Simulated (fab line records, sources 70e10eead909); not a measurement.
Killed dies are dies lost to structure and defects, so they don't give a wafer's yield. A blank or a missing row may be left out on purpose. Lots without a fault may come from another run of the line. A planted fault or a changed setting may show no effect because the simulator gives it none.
fab line records | flow nand_harc
record lots=12 wafers=36 last_day=33
route steps=1302 shown P_GATE@155 END@1302
lots that met no fault: from a run of the same line without faults
start_h: hours from the record's first day to the start of the lot's first wafer shown | wait_h: hours since the lot's step before | " the same as in the row above | L1.1+2: a row that stands for several wafers | - no value, or no start given | * or withheld: withheld | < > ~ a bound
route shown NAME@n: a module of which the file shows steps, and the number in the route of the first | usual: mean/standard deviation of fault-free wafers | same: alike in all rows | chamber/n: place in a boat | sites: the reading at each site | _std_site: their standard deviation | _edge_site: outer sites' mean less inner sites' | radius_mm: how far each site lies from the wafer's centre | mask NAME#n: copy n | behind: the tool/chamber that last shaped the wafer | hold: why the lot was held/for how many hours/how that ended | device: the transistor (n, p or np) that didn't switch | end of line: the same wafers' tests at the end of the route | a step without rows: its recipe alone | killed: dies lost to structure and defects at the first sort, not the wafer's yield | map: a wafer's dies, x killed, . not, _ none there
set.NAME: the setting as run; set.NAME@STEP: as run at that earlier step | model.NAME: the simulator's own value behind a step, which no gauge read
steps of the route over a sample of lots; a table a step, a row a wafer
services: from which hour (start_h, from the record's first day; less than 0 if before it) a tool's chamber was out of use, for how many hours, and why
## steps
# step NHARC_P_GATE_ALD_36
# recipe target_thk_a=200 pulse_time_s=60 ald_cycles=223 temp_c=400 material=SiNx
# usual heater_power_w=820/87 precursor_pulse_height_rel=0.999/0.019
# columns lot.wafer tool chamber start_h wait_h heater_power_w precursor_pulse_height_rel
L467.2 ald_sin-01 0 111.69 - 777 1.003
L467.6 " 1 112.73 - 782 1.003
L467.5 " 2 113.78 - 708 1.024
L468.1 ald_sin-03 3 113.59 - 889 0.970
L468.2 " 2 116.77 - 724 1.005
L468.5 " 3 117.83 - 915 0.983
L469.1 ald_sin-04 1 127.67 - 900 0.985
L469.4 " 3 129.83 - 934 0.988
L469.6 " 2 133.06 - 882 0.998
L471.1 ald_sin-03 2 144.08 - 706 0.969
L471.2 " 3 145.14 - 892 0.973
L471.5 " 2 148.32 - 692 0.983
L474.3 ald_sin-04 3 178.18 - 921 1.005
L474.1 " 1 180.31 - 893 1.000
L474.5 " 3 182.45 - 929 0.997
L477.3 ald_sin-03 2 195.55 - 674 1.050
L477.6 " 1 198.69 - 777 1.006
L477.5 " 2 199.74 - 676 1.001
L480.2 ald_sin-03 1 224.81 - 794 1.001
L480.3 " 3 226.90 - 932 0.984
L480.5 " 1 228.98 - 758 0.998
L483.4 ald_sin-04 0 261.30 - 820 1.024
L483.3 " 1 262.39 - 911 0.992
L483.5 " 0 265.63 - 827 0.983
L484.2 ald_sin-01 1 273.57 - 790 0.986
L484.5 " 0 276.74 - 799 0.992
L484.6 " 1 277.80 - 770 1.006
L485.1 ald_sin-03 1 277.17 - 762 0.969
L485.4 " 2 278.24 - 693 1.023
L485.5 " 1 281.46 - 775 1.010
L488.4 ald_sin-03 2 306.54 - 688 1.010
L488.3 " 0 308.64 - 936 1.003
L488.5 " 1 309.69 - 787 0.987
L489.1 ald_sin-04 3 319.26 - 912 0.976
L489.3 " 1 321.37 - 830 1.014
L489.5 " 0 324.53 - 867 0.991
# step NHARC_P_GATE_ETCHBACK_37
# recipe target_depth_a=345 time_s=17.2 chf3_flow_sccm=50 o2_flow_sccm=10 ar_flow_sccm=200 rf_w=500 bias_w=200 chemistry=CHF3/O2
# usual drypump_motor_current_A=5.8/0.4 mfc_ar_sccm=199.8/0.59 oes_product_au=0.941/0.03 rf_vpp_V=370.4/2.2 showerhead_plenum_p_Torr=2.40/0.098 throttle_valve_pct=20.571/0.0086
# same time_s=17.2
# columns lot.wafer tool chamber start_h wait_h drypump_motor_current_A mfc_ar_sccm oes_product_au rf_hours_counter_h rf_vpp_V showerhead_plenum_p_Torr throttle_valve_pct
L467.2 rie_diel-06 3 - - 5.5 200.3 0.923 7.8 371.9 2.46 20.577
L467.6 " 0 " " 6.6 200.2 0.939 - 367.5 2.27 20.557
L467.5 " 1 " " 5.9 201.2 0.970 - 368.2 2.28 20.577
L468.1 rie_diel-06 2 - - 5.9 200.1 0.936 7.6 370.3 2.36 20.571
L468.2 " 0 " " 6.6 199.2 0.946 7.6 367.1 2.27 20.574
L468.5 " 1 " " 6.0 199.6 0.933 - 367.8 2.28 20.572
L469.4 rie_diel-13 3 - - 6.5 200.9 0.932 9.6 367.5 2.30 20.565
L469.1 " 0 " " 5.3 199.8 0.925 8.9 372.1 2.46 20.562
L469.6 " 0 " " 5.3 200.0 0.921 - 372.9 2.46 20.563
L471.1 rie_diel-02 2 - - 5.9 199.0 0.916 6.3 369.3 2.31 20.589
L471.2 " 3 " " 5.8 200.1 0.923 5.1 371.6 2.45 20.577
L471.5 " 3 " " 5.8 199.6 0.919 - 371.4 2.45 20.568
L474.3 rie_diel-02 1 - - 5.6 198.8 0.990 7.1 372.4 2.49 20.566
L474.1 " 3 " " 5.8 200.5 0.998 6.4 372.6 2.45 20.586
L474.5 " 1 " " 5.6 199.6 0.985 - 372.7 2.49 20.569
L477.3 rie_diel-06 0 - - 6.6 200.3 0.931 3.0 369.0 2.27 20.565
L477.5 " 3 " " 5.4 199.8 0.927 - 373.5 2.46 20.567
L477.6 " 0 " " 6.6 199.9 0.938 - 368.7 2.27 20.573
L480.3 rie_diel-02 3 - - 5.8 200.0 0.993 1.4 371.8 2.45 20.570
L480.2 " 0 " " 5.8 201.1 1.002 1.8 374.3 2.54 20.579
L480.5 " 2 " " 5.9 200.0 0.996 - 369.0 2.31 20.575
L483.4 rie_diel-06 2 - - 5.8 199.1 0.982 9.5 369.9 2.36 20.564
L483.3 " 3 " " 5.4 199.7 0.981 9.8 372.3 2.45 20.572
L483.5 " 0 " " 6.6 199.0 0.983 - 366.5 2.27 20.573
L484.2 rie_diel-13 1 - - 5.7 200.1 0.921 4.8 369.5 2.38 20.568
L484.6 " 1 " " 5.7 200.2 0.922 - 370.9 2.38 20.557
L484.5 " 2 " " 5.4 199.9 0.924 - 373.6 2.57 20.583
L485.1 rie_diel-13 1 - - 5.7 199.8 0.924 4.9 369.9 2.38 20.574
L485.4 " 2 " " 5.4 199.0 0.922 3.3 375.1 2.57 20.562
L485.5 " 0 " " 5.3 198.0 0.930 - 371.4 2.46 20.559
L488.3 rie_diel-13 0 - - 5.2 199.6 0.913 5.7 371.0 2.46 20.577
L488.4 " 2 " " 5.4 199.5 0.922 4.2 374.2 2.57 20.568
L488.5 " 0 " " 5.3 199.7 0.919 - 372.5 2.46 20.565
L489.1 rie_diel-02 2 - - 5.9 198.4 0.909 7.7 368.6 2.31 20.565
L489.3 " 3 " " 5.8 199.8 0.913 8.0 371.0 2.45 20.561
L489.5 " 2 " " 5.9 198.8 0.916 - 368.7 2.31 20.569
# step NHARC_P_GATE_EXPOSE_56
# recipe na=0.6 target_cd_nm=720 dose_mj=14.81 mask_id=P_PSD
# columns lot.wafer tool chamber start_h wait_h mask
L467.2+5+6 krf_scanner-03 0 120.36 - P_PSD#0
L468.1+2+5 krf_scanner-01 0 125.73 - P_PSD#0
L469.1+4+6 krf_scanner-01 0 139.68 - P_PSD#0
L471.1+2+5 krf_scanner-02 0 154.94 - P_PSD#0
L474.1+3+5 krf_scanner-03 0 189.32 - P_PSD#0
L477.3+5+6 krf_scanner-02 0 206.49 - P_PSD#0
L480.2+3+5 krf_scanner-01 0 236.86 - P_PSD#0
L483.3+4+5 krf_scanner-02 0 273.60 - P_PSD#0
L484.2+5+6 krf_scanner-01 0 284.68 - P_PSD#0
L485.1+4+5 krf_scanner-01 0 289.15 - P_PSD#0
L488.3+4+5 krf_scanner-02 0 317.50 - P_PSD#0
L489.1+3+5 krf_scanner-02 0 331.13 - P_PSD#0
# step NHARC_P_GATE_CD_MEAS_59
# recipe target_cd_nm=720 landing_energy_ev=500
# usual cd_nm=720.6/1.9
# columns lot.wafer tool chamber start_h wait_h cd_nm
L467.2 cd_sem-03 0 120.52 - 720.7
L467.5 " 0 " " 720.9
L467.6 " 0 " " 722.6
L468.1 cd_sem-03 0 125.89 - 719.8
L468.2 " 0 " " 720.3
L468.5 " 0 " " 718.7
L469.1 cd_sem-01 0 139.84 - 719.9
L469.4 " 0 " " 720.2
L469.6 " 0 " " 718.9
L471.1 cd_sem-03 0 155.10 - 723.4
L471.2 " 0 " " 725.5
L471.5 " 0 " " 723.1
L474.1 cd_sem-03 0 189.48 - 722.4
L474.3 " 0 " " 716.9
L474.5 " 0 " " 718.6
L477.3 cd_sem-01 0 206.64 - 721.6
L477.5 " 0 " " 720.9
L477.6 " 0 " " 719.3
L480.2 cd_sem-02 0 237.01 - 719.1
L480.3 " 0 " " 721.0
L480.5 " 0 " " 720.9
L483.3 cd_sem-02 0 273.75 - 720.6
L483.4 " 0 " " 720.6
L483.5 " 0 " " 721.0
L484.2 cd_sem-01 0 284.83 - 755.0
L484.5 " 0 " " 757.6
L484.6 " 0 " " 753.8
L485.1 cd_sem-02 0 289.31 - 755.5
L485.4 " 0 " " 764.5
L485.5 " 0 " " 802.3
L488.3 cd_sem-02 0 317.65 - 720.4
L488.4 " 0 " " 717.8
L488.5 " 0 " " 720.3
L489.1 cd_sem-02 0 331.29 - 721.5
L489.3 " 0 " " 721.1
L489.5 " 0 " " 719.2
# step NHARC_P_GATE_CD_MEAS_91
# recipe target_cd_nm=2000 landing_energy_ev=500
# usual cd_nm=1998.8/1.9
# columns lot.wafer tool chamber start_h wait_h cd_nm
L467.2 cd_sem-02 0 122.12 - 1995.9
L467.5 " 0 " " 1995.8
L467.6 " 0 " " 1997.1
L468.1 cd_sem-02 0 127.49 - 1998.3
L468.2 " 0 " " 2000.6
L468.5 " 0 " " 1999.8
L469.1 cd_sem-02 0 141.55 - 2000.3
L469.4 " 0 " " 1996.8
L469.6 " 0 " " 1995.1
L471.1 cd_sem-03 0 156.81 - 1997.1
L471.2 " 0 " " 1998.8
L471.5 " 0 " " 1998.0
L474.1 cd_sem-01 0 191.20 - 1996.1
L474.3 " 0 " " 1999.6
L474.5 " 0 " " 2000.5
L477.3 cd_sem-02 0 208.25 - 2002.1
L477.5 " 0 " " 2000.7
L477.6 " 0 " " 2000.7
L480.2 cd_sem-02 0 238.63 - 1999.1
L480.3 " 0 " " 1998.5
L480.5 " 0 " " 1998.8
L483.3 cd_sem-02 0 275.47 - 1994.5
L483.4 " 0 " " 1996.9
L483.5 " 0 " " 1996.3
L484.2 cd_sem-02 0 286.41 - 1999.6
L484.5 " 0 " " 1998.5
L484.6 " 0 " " 1998.4
L485.1 cd_sem-03 0 291.02 - 1999.3
L485.4 " 0 " " 2001.8
L485.5 " 0 " " 2000.3
L488.3 cd_sem-03 0 319.37 - 1999.0
L488.4 " 0 " " 1998.7
L488.5 " 0 " " 1998.3
L489.1 cd_sem-03 0 332.90 - 1999.4
L489.3 " 0 " " 2001.2
L489.5 " 0 " " 1996.4
# step NHARC_END_SORT_01
# recipe temp_c=25
# usual killed_at_array=59/20 killed_at_other=0.8/1 killed_at_periphery=3.2/2.1 killed_dies=63/21 killed_open=3.0/1.9 killed_short=2.3/1.5
# same gross_dies=677
# columns lot.wafer tool chamber start_h wait_h killed_at_array killed_at_other killed_at_periphery killed_dies killed_open killed_short
L469.1 prober-01 0 597.57 2.5 81 4 0 85 5 5
L469.4 prober-01 0 599.98 3.4 82 5 2 89 6 3
L469.6 prober-01 0 601.58 4.0 78 2 2 82 3 2
L485.1 prober-01 0 744.17 2.5 89 0 3 92 1 6
L485.4 prober-01 0 746.59 3.4 83 0 5 88 2 3
L485.5 prober-01 0 747.39 3.7 79 2 20 101 4 2
# killed by level:class
L469.1 A_CHANNEL_HOLE_D1:chamber_film_flake=28 A_SLIT:chamber_film_flake=25 A_CHANNEL_HOLE_D2:chamber_film_flake=9 A_CONTACT:chamber_film_flake=5 THIN_TSV:chamber_film_flake=3 A_CHANNEL_FILL_D2:chamber_film_flake=2 A_STAIRCASE:chamber_film_flake=2 A_ONON_D1:geometric_particle:open=1
L469.4 A_CHANNEL_HOLE_D1:chamber_film_flake=32 A_SLIT:chamber_film_flake=26 A_CHANNEL_HOLE_D2:chamber_film_flake=10 THIN_TSV:chamber_film_flake=5 A_WL_FILL:chamber_film_flake=3 A_CHANNEL_FILL_D2:geometric_particle:short=2 A_STAIRCASE:chamber_film_flake=2 P_M1:geometric_particle:open=1
L469.6 A_CHANNEL_HOLE_D1:chamber_film_flake=31 A_SLIT:chamber_film_flake=27 A_CHANNEL_HOLE_D2:chamber_film_flake=9 A_STAIRCASE:chamber_film_flake=3 THIN_TSV:chamber_film_flake=2 A_ONON_D1:geometric_particle:open=1 A_CHANNEL_FILL_D1:geometric_particle:short=1 A_DECK1_JOINT:geometric_particle:short=1
L485.1 A_SLIT:chamber_film_flake=32 A_CHANNEL_HOLE_D2:chamber_film_flake=24 A_CHANNEL_HOLE_D1:chamber_film_flake=19 A_SGD_CUT:geometric_particle:short=3 A_CONTACT:chamber_film_flake=3 A_ZERO_WELL:chamber_film_flake=2 P_M0:geometric_particle:short=1 A_ONON_D1:geometric_particle:short=1
L485.4 A_CHANNEL_HOLE_D1:chamber_film_flake=28 A_CHANNEL_HOLE_D2:chamber_film_flake=25 A_SLIT:chamber_film_flake=21 A_CONTACT:chamber_film_flake=3 P_BONDPAD:chamber_film_flake=2 P_CONTACT:geometric_particle:short=1 P_M1:geometric_particle:open=1 A_CHANNEL_FILL_D1:geometric_particle:short=1
L485.5 A_SLIT:chamber_film_flake=27 A_CHANNEL_HOLE_D1:chamber_film_flake=25 P_GATE:area_expose=19 A_CHANNEL_HOLE_D2:chamber_film_flake=17 A_CONTACT:chamber_film_flake=4 THIN_TSV:chamber_film_flake=2 P_M0:geometric_particle:open=1 A_CHANNEL_FILL_D1:geometric_particle:short=1
## services
# columns tool chamber start_h hours kind
krf_scanner-01 - 91.03 2.1 repair
krf_scanner-02 - 94.00 4.0 pm
rie_diel-06 1 105.97 3.8 repair
rie_diel-02 - 115.84 0.9 repair
rie_diel-13 0 119.54 2.7 repair
rie_diel-02 - 120.18 4.4 repair
rie_diel-06 - 130.20 9.0 pm
rie_diel-02 1 138.80 16.8 repair
krf_scanner-01 - 140.00 4.0 pm
krf_scanner-01 - 152.86 0.8 repair
ald_sin-03 3 154.14 5.1 repair
rie_diel-13 - 165.00 9.0 pm
ald_sin-03 - 170.00 10.0 pm
krf_scanner-01 - 183.98 0.3 repair
rie_diel-02 2 200.61 24.7 repair
rie_diel-13 2 201.24 54.4 repair
krf_scanner-02 - 210.62 0.6 repair
ald_sin-04 3 214.15 6.5 repair
rie_diel-02 - 216.70 9.0 pm
rie_diel-13 - 222.33 19.4 repair
krf_scanner-02 - 223.61 37.9 repair
rie_diel-06 1 228.87 3.5 repair
krf_scanner-02 - 266.00 4.0 pm
krf_scanner-01 - 312.00 4.0 pm
## key
first_sign step=NHARC_P_GATE_CD_MEAS_59 reading=cd_nm direction=up sigmas=24 usual=720.6 struck=764.7
effect none on later readings
met_at NHARC_P_GATE_EXPOSE_56
struck_lots L484,L485
tester_left_out L484,L485
not_acting_at NHARC_P_GATE_ALD_36,NHARC_P_GATE_ETCHBACK_37,NHARC_P_GATE_CD_MEAS_91
onset_between 236.86 284.68
fault kind=process_parameter_drift tool=krf_scanner-01 chamber=- onset_h=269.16 steps=NHARC_P_GATE_EXPOSE_56 channel=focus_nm offset=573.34 spread_by_wafer=0.3 shape=step end_h=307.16
# tester_left_out: of these lots the tester's yield and bins aren't shown, on N5 and GAA mostly nor the transistor test; their killed dies are dies lost to structure and defects alone, not to doping, threshold or leakage, so they don't give the yield
